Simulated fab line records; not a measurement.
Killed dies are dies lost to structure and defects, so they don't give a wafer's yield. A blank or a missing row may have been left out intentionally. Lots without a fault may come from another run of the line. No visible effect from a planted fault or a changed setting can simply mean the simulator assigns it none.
fab line records | flow nand-harc
record: lots: 24 wafers: 72 last-day: 33
route steps=1302 shown A_M1@1189 A_BONDPAD@1223 THIN_TSV@1245
lots that met no fault: from a run of the same line without faults
start-h: the number of hours between the record's first day and the start of the first shown wafer of the lot | wait-h: hours elapsed since this lot's preceding step | " same as the row above | L1.1+2: several wafers, shown together as one row | - no value, or no start given | * or withheld: withheld | < > ~ a bound
route shown NAME@n: names a module that has steps shown in the file, with the first one's number in the route | usual: the fault-free wafers' mean and standard deviation | same: alike in all rows | chamber/n: place in a boat | sites: readings site by site | _std_site: the standard deviation of these | _edge_site: inner sites' mean taken away from outer sites' mean | radius-mm: how far each site lies from the wafer's centre | mask NAME#n: copy n | behind: the most recent tool/chamber to have shaped the wafer | hold: cause of the lot's hold/its duration in hours/its outcome | device: the transistor (n, p or np) that didn't switch | end of line: the same wafers' tests at the end of the route | a step with no rows: only its recipe | killed: the dies lost at the first sort to structure and to defects; this is not the yield of the wafer | map: dies across one wafer; x = killed, . = not, _ = none there
set.NAME: the setting as run; set.NAME@STEP: as run at that earlier step | model.NAME: the simulator's own value behind a step, which no gauge read
steps of the route over a sample of lots; a table a step, a row a wafer
services: from which hour (start-h, from the record's first day; less than 0 if before it) a tool's chamber was out of use, for how many hours, and why
== steps ==
step: NHARC_A_M1_DEGAS_29
recipe: temp-c: 250 time-s: 60
usual: heater-power-w: 339/45
columns lot.wafer tool chamber start-h wait-h heater-power-w
L074.3 pvd-sputter-02 - 536.94 - 386
L074.4 " - " " 324
L074.5 " - " " 292
L075.4 pvd-sputter-01 - 550.76 - 335
L075.1 " - " " 335
L075.5 " - " " 326
L076.4 pvd-sputter-03 - 557.32 - 375
L076.3 " - " " 340
L076.1 " - " " 448
L078.1 pvd-sputter-03 - 562.90 - 448
L078.4 " - " " 375
L078.6 " - " " 442
L077.4 pvd-sputter-01 - 563.58 - 338
L077.2 " - " " 344
L077.6 " - " " 332
L079.2 pvd-sputter-03 - 569.03 - 434
L079.1 " - " " 276
L079.6 " - " " 433
L080.1 pvd-sputter-03 - 585.82 - 377
L080.3 " - " " 291
L080.2 " - " " 446
L081.3 pvd-sputter-03 - 588.77 - 277
L081.1 " - " " 344
L081.5 " - " " 278
L082.1 pvd-sputter-01 - 610.07 - 320
L082.3 " - " " 309
L082.4 " - " " 330
L083.2 pvd-sputter-02 - 632.68 - 343
L083.4 " - " " 391
L083.5 " - " " 302
L084.4 pvd-sputter-01 - 638.39 - 330
L084.1 " - " " 371
L084.3 " - " " 321
L085.3 pvd-sputter-01 - 640.77 - 321
L085.2 " - " " 315
L085.6 " - " " 344
L086.4 pvd-sputter-01 - 662.72 - 314
L086.1 " - " " 328
L086.6 " - " " 316
L087.3 pvd-sputter-01 - 665.88 - 319
L087.1 " - " " 333
L087.4 " - " " 372
L088.3 pvd-sputter-02 - 671.55 - 274
L088.4 " - " " 324
L088.6 " - " " 286
L089.2 pvd-sputter-03 - 677.77 - 352
L089.1 " - " " 276
L089.6 " - " " 374
L090.3 pvd-sputter-02 - 679.87 - 278
L090.4 " - " " 385
L090.5 " - " " 334
L091.2 pvd-sputter-03 - 696.28 - 370
L091.1 " - " " 341
L091.6 " - " " 331
L092.2 pvd-sputter-01 - 697.67 - 313
L092.1 " - " " 337
L092.6 " - " " 315
L093.1 pvd-sputter-02 - 711.68 - 287
L093.6 " - " " 291
L093.5 " - " " 280
L095.1 pvd-sputter-03 - 726.64 - 298
L095.3 " - " " 374
L095.5 " - " " 332
L096.1 pvd-sputter-02 - 728.28 - 282
L096.2 " - " " 333
L096.4 " - " " 287
L094.4 pvd-sputter-03 - 740.69 - 383
L094.1 " - " " 324
L094.6 " - " " 327
L097.1 pvd-sputter-02 - 753.22 - 276
L097.4 " - " " 375
L097.6 " - " " 279
step: NHARC_A_M1_PVD_21
recipe: target-thk-a: 300 chamber-pressure-pa: 5 power-w: 5000 substrate-temp-c: 30 time-s: 20.49 material: Cu
usual: throttle-valve-pct: 29.7/0.93
columns lot.wafer tool chamber start-h wait-h throttle-valve-pct
L074.3 pvd-sputter-02 - - - 28.4
L074.4 " - " " 29.3
L074.5 " - " " 30.6
L075.1 pvd-sputter-01 - - - 28.2
L075.4 " - " " 29.9
L075.5 " - " " 29.1
L076.4 pvd-sputter-03 - - - 31.0
L076.1 " - " " 30.0
L076.3 " - " " 29.6
L078.4 pvd-sputter-03 - - - 29.8
L078.1 " - " " 29.2
L078.6 " - " " 29.6
L077.4 pvd-sputter-01 - - - 29.4
L077.2 " - " " 30.1
L077.6 " - " " 29.5
L079.2 pvd-sputter-03 - - - 31.0
L079.1 " - " " 29.5
L079.6 " - " " 30.0
L080.2 pvd-sputter-03 - - - 29.2
L080.1 " - " " 29.7
L080.3 " - " " 29.7
L081.1 pvd-sputter-03 - - - 29.2
L081.3 " - " " 30.8
L081.5 " - " " 30.8
L082.4 pvd-sputter-01 - - - 28.5
L082.1 " - " " 29.2
L082.3 " - " " 30.4
L083.2 pvd-sputter-02 - - - 29.3
L083.4 " - " " 28.5
L083.5 " - " " 29.0
L084.3 pvd-sputter-01 - - - 31.7
L084.1 " - " " 30.4
L084.4 " - " " 28.9
L085.2 pvd-sputter-01 - - - 31.4
L085.3 " - " " 28.9
L085.6 " - " " 31.8
L086.4 pvd-sputter-01 - - - 28.7
L086.1 " - " " 31.5
L086.6 " - " " 30.0
L087.4 pvd-sputter-01 - - - 28.4
L087.3 " - " " 28.9
L087.1 " - " " 31.5
L088.3 pvd-sputter-02 - - - 29.9
L088.4 " - " " 28.8
L088.6 " - " " 29.9
L089.2 pvd-sputter-03 - - - 29.8
L089.1 " - " " 29.2
L089.6 " - " " 29.6
L090.3 pvd-sputter-02 - - - 29.2
L090.4 " - " " 29.9
L090.5 " - " " 30.2
L091.1 pvd-sputter-03 - - - 30.6
L091.2 " - " " 29.3
L091.6 " - " " 30.1
L092.2 pvd-sputter-01 - - - 28.9
L092.1 " - " " 31.7
L092.6 " - " " 30.1
L093.1 pvd-sputter-02 - - - 29.0
L093.6 " - " " 29.9
L093.5 " - " " 28.7
L095.1 pvd-sputter-03 - - - 29.6
L095.3 " - " " 30.6
L095.5 " - " " 29.6
L096.2 pvd-sputter-02 - - - 29.2
L096.4 " - " " 29.9
L096.1 " - " " 29.9
L094.4 pvd-sputter-03 - - - 30.4
L094.1 " - " " 30.0
L094.6 " - " " 30.6
L097.1 pvd-sputter-02 - - - 30.0
L097.4 " - " " 30.0
L097.6 " - " " 29.0
step: NHARC_A_BONDPAD_ETCH_24
recipe: target-depth-a: 300 over-etch-frac: 0.3 time-s: 72.99 ion-energy-ev: 150 cf4-flow-sccm: 50 n2-flow-sccm: 100 ar-flow-sccm: 150 rf-w: 300 bias-w: 100 chemistry: CF4/N2
usual: drypump-motor-current-A: 5.7/0.38 oes-product-au: 1.001/0.015 rf-vpp-V: 313.1/1.9 showerhead-plenum-p-Torr: 2.56/0.1 throttle-valve-pct: 19.794/0.0081
same: over-etch-frac: 0.3
columns lot.wafer tool chamber start-h wait-h drypump-motor-current-A oes-product-au rf-hours-counter-h rf-vpp-V showerhead-plenum-p-Torr throttle-valve-pct
L074.3 rie-diel-08 0 - - 6.3 0.993 5 309.4 2.46 19.792
L074.4 " 1 " " 5.2 1.025 6 312.0 2.46 19.802
L074.5 " 3 " " 5.8 0.989 - 314.9 2.75 19.790
L075.1 rie-diel-12 1 - - 5.9 1.005 15 314.0 2.59 19.807
L075.4 " 3 " " 5.9 0.989 17 316.2 2.71 19.780
L075.5 " 1 " " 5.9 1.002 - 313.2 2.59 19.788
L076.1 rie-diel-12 1 - - 5.9 0.997 15 313.5 2.59 19.786
L076.4 " 3 " " 5.9 0.988 18 316.1 2.71 19.795
L076.3 " 0 " " 4.9 0.996 18 312.5 2.52 19.788
L078.1 rie-diel-12 0 - - 4.9 0.994 20 312.9 2.52 19.793
L078.4 " 2 " " 5.7 1.018 18 312.5 2.46 19.797
L078.6 " 0 " " 4.9 0.992 - 312.1 2.52 19.779
L077.2 rie-diel-12 0 - - 4.9 0.986 20 313.0 2.52 19.788
L077.4 " 2 " " 5.7 1.021 18 311.8 2.46 19.793
L077.6 " 3 " " 5.9 0.991 - 314.7 2.71 19.794
L079.1 rie-diel-08 0 - - 6.3 0.993 1 311.5 2.45 19.790
L079.2 " 1 " " 5.2 1.027 1 310.4 2.46 19.790
L079.6 " 0 " " 6.3 0.988 - 311.3 2.45 19.798
L080.3 rie-diel-08 3 - - 5.8 0.998 1 318.1 2.75 19.792
L080.1 " 0 " " 6.3 0.998 1 311.6 2.45 19.804
L080.2 " 1 " " 5.1 1.036 1 312.8 2.46 19.796
L081.1 rie-diel-08 2 - - 5.6 0.964 1 311.7 2.57 19.787
L081.3 " 0 " " 6.3 0.993 1 310.5 2.45 19.798
L081.5 " 1 " " 5.2 1.024 - 309.7 2.46 19.801
L082.4 rie-diel-03 3 - - 5.8 0.986 54 312.3 2.51 19.789
L082.3 " 0 " " 6.1 0.990 41 310.7 2.50 19.786
L082.1 " 1 " " 5.6 0.997 41 314.5 2.65 19.774
L083.4 rie-diel-08 1 - - 5.2 1.039 3 311.9 2.46 19.787
L083.2 " 3 " " 5.8 0.993 2 317.7 2.75 19.777
L083.5 " 1 " " 5.2 1.037 - 312.0 2.46 19.787
L084.3 rie-diel-12 2 - - 5.7 1.022 2 311.9 2.45 19.818
L084.4 " 0 " " 4.9 0.991 3 312.3 2.52 19.790
L084.1 " 1 " " 5.9 0.985 2 313.7 2.59 19.806
L085.2 rie-diel-08 2 - - 5.7 0.982 3 313.6 2.57 19.791
L085.3 " 1 " " 5.2 1.018 3 310.1 2.46 19.799
L085.6 " 2 " " 5.7 0.973 - 314.6 2.56 19.793
L086.4 rie-diel-08 1 - - 5.1 1.030 4 311.0 2.46 19.805
L086.1 " 3 " " 5.8 0.998 3 314.8 2.75 19.786
L086.6 " 2 " " 5.6 0.987 - 313.9 2.56 19.806
L087.4 rie-diel-08 2 - - 5.7 0.989 4 313.5 2.56 19.794
L087.3 " 0 " " 6.3 1.014 4 311.5 2.45 19.791
L087.1 " 1 " " 5.2 1.030 4 311.4 2.46 19.785
L088.4 rie-diel-12 3 - - 5.9 0.999 11 315.1 2.70 19.793
L088.3 " 1 " " 5.9 0.991 11 314.0 2.58 19.781
L088.6 " 0 " " 4.9 1.005 - 311.8 2.51 19.786
L089.2 rie-diel-08 1 - - 5.1 1.025 5 310.2 2.46 19.805
L089.1 " 3 " " 5.8 0.994 4 314.0 2.75 19.817
L089.6 " 0 " " 6.3 1.006 - 310.6 2.45 19.789
L090.4 rie-diel-03 3 - - 5.9 1.011 15 313.5 2.50 19.807
L090.3 " 2 " " 6.0 0.972 15 314.0 2.64 19.791
L090.5 " 0 " " 6.1 1.021 - 312.2 2.49 19.800
L091.1 rie-diel-12 3 - - 5.9 1.004 14 315.1 2.70 19.801
L091.2 " 1 " " 5.9 0.992 15 313.9 2.58 19.793
L091.6 " 2 " " 5.7 1.026 - 311.2 2.45 19.789
L092.1 rie-diel-03 3 - - 5.9 1.004 21 312.3 2.50 19.810
L092.2 " 2 " " 6.0 0.980 21 313.6 2.64 19.784
L092.6 " 3 " " 5.9 1.010 - 311.5 2.50 19.784
L093.1 rie-diel-12 1 - - 6.0 0.996 17 314.2 2.58 19.797
L093.6 " 2 " " 5.7 1.021 - 311.1 2.45 19.792
L093.5 " 3 " " 5.9 0.995 - 315.5 2.70 19.789
L095.1 rie-diel-03 2 - - 6.0 0.969 30 314.9 2.63 19.792
L095.3 " 3 " " 5.8 1.006 32 310.7 2.50 19.790
L095.5 " 0 " " 6.1 1.007 - 310.0 2.49 19.793
L096.1 rie-diel-03 2 - - 6.0 0.987 30 314.9 2.63 19.791
L096.4 " 0 " " 6.1 1.004 33 312.5 2.49 19.799
L096.2 " 1 " " 5.6 1.002 22 314.3 2.64 19.781
L094.1 rie-diel-03 2 744.92 0.2 6.0 0.984 35 314.6 2.63 19.796
L094.4 " 3 " " 5.9 1.008 - 312.8 2.50 19.799
L094.6 " 0 " " 6.1 1.009 - 311.2 2.48 19.794
L097.4 rie-diel-12 3 - - 5.9 1.009 24 315.2 2.69 19.789
L097.1 " 2 " " 5.7 1.009 25 309.5 2.44 19.796
L097.6 " 3 " " 5.9 1.005 - 317.3 2.69 19.790
step: NHARC_A_BONDPAD_ANNEAL_28
recipe: temp-c: 225 time-s: 90
usual: wafer_temp_C_max: 226.2/0.44
columns lot.wafer tool chamber start-h wait-h wafer_temp_C_max
L074.3 rtp-anneal-01 0 542.27 0.3 226.6
L074.4 " 0 " " 226.5
L074.5 " 0 " " 226.1
L075.1 rtp-anneal-01 0 556.34 - 226.5
L075.4 " 0 " " 226.3
L075.5 " 0 " " 226.2
L076.1 rtp-anneal-01 0 562.83 - 226.2
L076.3 " 0 " " 226.0
L076.4 " 0 " " 226.4
L078.1 rtp-anneal-01 0 568.30 0.3 226.2
L078.4 " 0 " " 225.8
L078.6 " 0 " " 226.2
L077.2 rtp-anneal-02 0 568.97 - 225.5
L077.4 " 0 " " 226.0
L077.6 " 0 " " 225.8
L079.1 rtp-anneal-01 0 574.27 - 227.0
L079.2 " 0 " " 226.9
L079.6 " 0 " " 226.2
L080.1 rtp-anneal-01 0 591.26 0.3 226.3
L080.2 " 0 " " 226.7
L080.3 " 0 " " 226.3
L081.1 rtp-anneal-02 0 594.45 - 225.7
L081.3 " 0 " " 225.9
L081.5 " 0 " " 225.8
L082.1 rtp-anneal-02 0 615.46 - 225.6
L082.3 " 0 " " 225.9
L082.4 " 0 " " 225.5
L083.2 rtp-anneal-01 0 639.21 - 226.5
L083.4 " 0 " " 226.2
L083.5 " 0 " " 226.8
L084.1 rtp-anneal-01 0 643.67 - 226.2
L084.3 " 0 " " 226.5
L084.4 " 0 " " 226.4
L085.2 rtp-anneal-02 0 646.27 0.4 225.3
L085.3 " 0 " " 225.5
L085.6 " 0 " " 225.8
L086.1 rtp-anneal-01 0 668.40 0.4 226.4
L086.4 " 0 " " 226.6
L086.6 " 0 " " 226.6
L087.1 rtp-anneal-01 0 671.15 0.3 226.2
L087.3 " 0 " " 226.1
L087.4 " 0 " " 226.0
L088.3 rtp-anneal-01 0 676.90 - 226.3
L088.4 " 0 " " 226.4
L088.6 " 0 " " 226.9
L089.1 rtp-anneal-02 0 683.32 0.3 225.2
L089.2 " 0 " " 225.5
L089.6 " 0 " " 225.9
L090.3 rtp-anneal-01 0 685.45 - 226.3
L090.4 " 0 " " 226.2
L090.5 " 0 " " 226.3
L091.1 rtp-anneal-01 0 701.70 - 226.3
L091.2 " 0 " " 226.2
L091.6 " 0 " " 226.1
L092.1 rtp-anneal-02 0 703.08 0.3 226.0
L092.2 " 0 " " 225.8
L092.6 " 0 " " 225.7
L093.1 rtp-anneal-01 0 717.12 - 226.5
L093.5 " 0 " " 226.5
L093.6 " 0 " " 226.3
L095.1 rtp-anneal-01 0 732.37 - 226.8
L095.3 " 0 " " 226.0
L095.5 " 0 " " 226.2
L096.1 rtp-anneal-02 0 733.52 0.3 225.6
L096.2 " 0 " " 225.6
L096.4 " 0 " " 225.7
L094.1 rtp-anneal-01 0 746.07 - 227.2
L094.4 " 0 " " 226.8
L094.6 " 0 " " 226.4
L097.1 rtp-anneal-01 0 758.63 - 226.0
L097.4 " 0 " " 226.3
L097.6 " 0 " " 225.9
step: NHARC_THIN_TSV_CMP_01
recipe: target-thk-um: 3
usual: edge-zone-pressure-frac: 1.000/0.005 motor-current-A: 11.7/0.83
columns lot.wafer tool chamber start-h wait-h edge-zone-pressure-frac motor-current-A
L074.4 cmp-03 3 553.71 0.4 1.009 12.1
L074.3 " 1 " " 1.001 13.3
L074.5 " 2 " " 1.003 12.1
L075.1 cmp-02 2 569.36 1.1 1.003 12.4
L075.4 " 0 " " 0.995 10.7
L075.5 " 2 " " 0.997 13.1
L076.1 cmp-03 3 578.43 1.0 1.002 12.2
L076.4 " 1 " " 0.994 13.6
L076.3 " 2 " " 0.994 11.9
L078.4 cmp-01 0 579.63 0.4 1.002 12.7
L078.1 " 3 " " 1.002 10.3
L078.6 " 0 " " 0.995 11.6
L077.2 cmp-03 3 580.83 0.8 0.997 12.3
L077.4 " 1 " " 0.988 13.1
L077.6 " 3 " " 0.995 11.5
L079.2 cmp-02 1 587.76 1.1 1.002 10.9
L079.1 " 0 " " 0.997 11.2
L079.6 " 1 " " 0.999 10.5
L080.2 cmp-01 1 603.05 0.8 1.005 11.3
L080.3 " 2 " " 1.003 11.8
L080.1 " 3 " " 0.996 11.4
L081.1 cmp-01 1 604.22 1.0 1.010 11.4
L081.3 " 3 " " 1.011 10.8
L081.5 " 1 " " 1.001 11.9
L082.4 cmp-01 1 627.38 0.5 0.990 10.7
L082.3 " 2 " " 0.986 11.5
L082.1 " 3 " " 0.996 10.7
L083.4 cmp-01 3 650.98 0.5 1.000 10.5
L083.2 " 0 " " 1.002 12.5
L083.5 " 2 " " 0.995 11.2
L085.3 cmp-01 3 659.05 0.7 1.003 10.9
L085.2 " 1 " " 1.000 11.5
L085.6 " 2 " " 0.995 12.6
L084.1 cmp-01 3 660.22 1.0 0.999 10.9
L084.3 " 1 " " 0.999 11.6
L084.4 " 2 " " 1.005 11.8
L086.4 cmp-02 3 684.40 0.4 1.005 11.3
L086.1 " 0 " " 1.004 10.6
L086.6 " 3 " " 1.005 10.9
L087.1 cmp-01 2 685.62 1.0 1.008 12.1
L087.3 " 3 " " 0.994 11.0
L087.4 " 0 " " 0.993 13.0
L088.4 cmp-01 2 688.80 0.5 0.999 11.8
L088.3 " 3 " " 0.998 11.0
L088.6 " 0 " " 0.993 13.5
L089.1 cmp-03 0 695.10 1.0 1.001 10.5
L089.2 " 2 " " 0.999 11.8
L089.6 " 3 " " 1.003 13.1
L090.3 cmp-01 3 696.34 0.7 0.996 11.6
L090.4 " 0 " " 1.007 12.5
L090.5 " 2 " " 1.010 12.0
L091.1 cmp-03 2 713.63 1.0 1.002 11.8
L091.2 " 3 " " 0.999 11.9
L091.6 " 3 " " 1.004 12.6
L092.2 cmp-02 1 714.83 0.8 1.000 10.2
L092.1 " 3 " " 1.001 12.5
L092.6 " 1 " " 0.997 10.3
L093.1 cmp-01 3 729.67 1.1 0.997 11.7
L093.6 " 1 " " 0.997 11.9
L093.5 " 2 " " 1.004 12.5
L095.1 cmp-03 0 745.26 1.1 0.990 10.1
L095.3 " 1 " " 1.001 13.6
L095.5 " 3 " " 0.990 11.5
L096.1 cmp-01 2 746.48 1.1 0.999 12.3
L096.2 " 3 " " 1.002 11.0
L096.4 " 0 " " 1.002 12.2
L094.4 cmp-01 1 758.11 0.4 0.994 11.5
L094.1 " 3 " " 1.001 10.7
L094.6 " 1 " " 0.988 11.2
L097.4 cmp-01 0 770.91 0.4 0.993 12.4
L097.1 " 3 " " 0.992 10.9
L097.6 " 1 " " 0.998 11.3
step: NHARC_THIN_TSV_ETCH_15
recipe: target-depth-a: 30000 bosch-target-overetch-cycles: 2 bosch-etch-step-s: 2.8 bosch-dep-step-s: 1.2 bosch-cycles: 14
usual: drypump-motor-current-A: 5.6/0.36
columns lot.wafer tool chamber start-h wait-h drypump-motor-current-A rf-hours-counter-h
L074.4 rie-si-03 3 555.81 - 5.8 0.74
L074.3 " 1 " " 5.5 0.96
L074.5 " 0 " " 5.1 -
L075.4 rie-si-03 3 571.49 - 5.7 0.82
L075.1 " 1 " " 5.4 1.07
L075.5 " 2 " " 5.8 -
L076.1 rie-si-02 3 580.48 - 5.9 0.55
L076.4 " 0 " " 5.6 0.71
L076.3 " 1 " " 5.0 0.68
L078.4 rie-si-02 1 581.69 - 5.0 0.74
L078.1 " 3 " " 5.9 0.61
L078.6 " 0 " " 5.6 -
L077.4 rie-si-04 0 582.97 - 5.9 0.40
L077.2 " 2 " " 5.7 0.42
L077.6 " 0 " " 5.9 -
L079.1 rie-si-02 3 589.94 - 5.9 0.65
L079.2 " 2 " " 5.7 0.51
L079.6 " 3 " " 5.9 -
L080.1 rie-si-03 3 605.18 - 5.8 0.07
L080.3 " 0 " " 5.1 0.06
L080.2 " 1 " " 5.5 0.10
L081.3 rie-si-03 0 606.48 - 5.1 0.08
L081.1 " 1 " " 5.5 0.12
L081.5 " 0 " " 5.1 -
L082.1 rie-si-04 1 629.49 - 6.4 0.68
L082.4 " 3 " " 6.1 0.74
L082.3 " 0 " " 5.9 0.71
L083.2 rie-si-02 2 653.08 - 5.7 0.07
L083.4 " 3 " " 5.9 0.05
L083.5 " 2 " " 5.7 -
L085.2 rie-si-02 1 661.15 - 5.0 0.14
L085.3 " 2 " " 5.7 0.12
L085.6 " 2 " " 5.6 -
L084.1 rie-si-03 0 662.22 - 5.1 0.39
L084.4 " 1 " " 5.5 0.42
L084.3 " 3 " " 5.8 0.35
L086.1 rie-si-04 0 686.54 - 5.9 1.04
L086.4 " 1 " " 6.3 1.10
L086.6 " 3 " " 6.1 -
L087.3 rie-si-03 1 687.74 - 5.5 0.58
L087.4 " 2 " " 5.8 0.50
L087.1 " 3 " " 5.7 0.43
L088.4 rie-si-03 0 690.89 - 5.1 0.60
L088.3 " 1 " " 5.5 0.62
L088.6 " 0 " " 5.1 -
L089.1 rie-si-02 2 697.20 - 5.7 0.43
L089.2 " 0 " " 5.6 0.33
L089.6 " 3 " " 5.9 -
L090.3 rie-si-03 2 698.44 - 5.8 0.56
L090.4 " 0 " " 5.1 0.67
L090.5 " 2 " " 5.8 -
L091.1 rie-si-02 1 715.78 - 5.0 0.46
L091.2 " 3 " " 5.9 0.50
L091.6 " 1 " " 4.9 -
L092.1 rie-si-03 3 716.84 - 5.7 0.63
L092.2 " 2 " " 5.9 0.68
L092.6 " 0 " " 5.1 -
L093.1 rie-si-02 3 731.80 - 5.9 0.62
L093.5 " 1 " " 5.0 -
L093.6 " 2 " " 5.7 -
L095.3 rie-si-04 3 747.22 - 6.1 0.22
L095.1 " 0 " " 5.9 0.19
L095.5 " 3 " " 6.1 -
L096.1 rie-si-04 0 748.72 - 6.0 0.24
L096.2 " 1 " " 6.4 0.17
L096.4 " 2 " " 5.7 0.20
L094.4 rie-si-02 2 760.24 - 5.7 0.89
L094.1 " 0 " " 5.6 0.69
L094.6 " 3 " " 5.9 -
L097.1 rie-si-02 2 773.04 - 5.7 0.99
L097.4 " 0 " " 5.6 0.74
L097.6 " 2 " " 5.6 -
== services ==
columns tool chamber start-h hours kind
rie-si-02 2 521.27 11.3 repair
pvd-sputter-03 - 526.04 10.0 pm
cmp-01 - 531.72 1.4 repair
cmp-01 - 535.87 2.7 repair
pvd-sputter-02 - 558.72 4.1 repair
pvd-sputter-03 - 569.74 2.8 repair
pvd-sputter-01 - 580.09 11.7 repair
cmp-01 - 581.09 4.0 pm
cmp-01 - 585.50 5.5 repair
pvd-sputter-02 - 587.54 8.2 repair
pvd-sputter-01 - 591.83 10.0 pm
rie-si-02 - 631.00 9.0 pm
pvd-sputter-02 - 642.12 10.0 pm
pvd-sputter-01 - 643.25 2.5 repair
pvd-sputter-02 - 662.99 6.1 repair
cmp-01 - 679.09 4.0 pm
rie-si-02 1 685.40 4.8 repair
pvd-sputter-01 - 701.79 1.4 repair
pvd-sputter-03 - 704.04 10.0 pm
pvd-sputter-03 - 721.76 3.4 repair
cmp-01 - 749.88 0.8 repair
pvd-sputter-03 - 757.94 5.6 repair
pvd-sputter-01 - 769.83 10.0 pm
cmp-01 - 771.85 6.1 repair
== key ==
fault none
